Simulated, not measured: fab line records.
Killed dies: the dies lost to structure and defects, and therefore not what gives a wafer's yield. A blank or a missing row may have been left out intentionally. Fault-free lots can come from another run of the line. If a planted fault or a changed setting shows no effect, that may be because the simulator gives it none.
Chamber matching	flow n5 finfet	4 sister chambers for N5_BEOL_M1_STRIP_19 on rie diel-05
The step strips in O2. 4 wafers are shown with their chamber, then 7 later ones without.

== WAFERS WITH THEIR CHAMBER ==
wafer	chamber	drypump motor current A (A)
L085.2	3	6.3
L088.5	1	6.1
L090.3	0	5.9
L090.4	2	5.3

== WAFERS WITHOUT THEIR CHAMBER ==
wafer	drypump motor current A (A)
L090.5	6.1
L094.1	5.9
L094.2	6.2
L094.4	5.3
L095.1	5.3
L095.3	6.1
L095.6	5.9

== WHICH CHAMBER EACH WENT THROUGH ==
wafer	from the rows above	in truth
L090.5	1	1
L094.1	0	0
L094.2	can't be placed: 3 or 1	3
L094.4	2	2
L095.1	2	2
L095.3	1	1
L095.6	0	0
6 of 7 placed correctly. From these rows, 1 cannot be placed; in 1 the true chamber is one of the candidates. Placed wrongly: 0.
How it was worked out, from the rows above alone: a wafer's distance from a chamber is the root of the sum, over the readings, of the square of ((its reading less the chamber's mean) divided by the reading's scatter). The wafer belongs to the nearest chamber; if the next one is less than 2 further off, it can't be placed. Each chamber's mean is taken over the wafers shown for it. The scatter: with one shown wafer a chamber, the root of the mean of the squares of how far each hidden wafer lies from its nearest shown one.
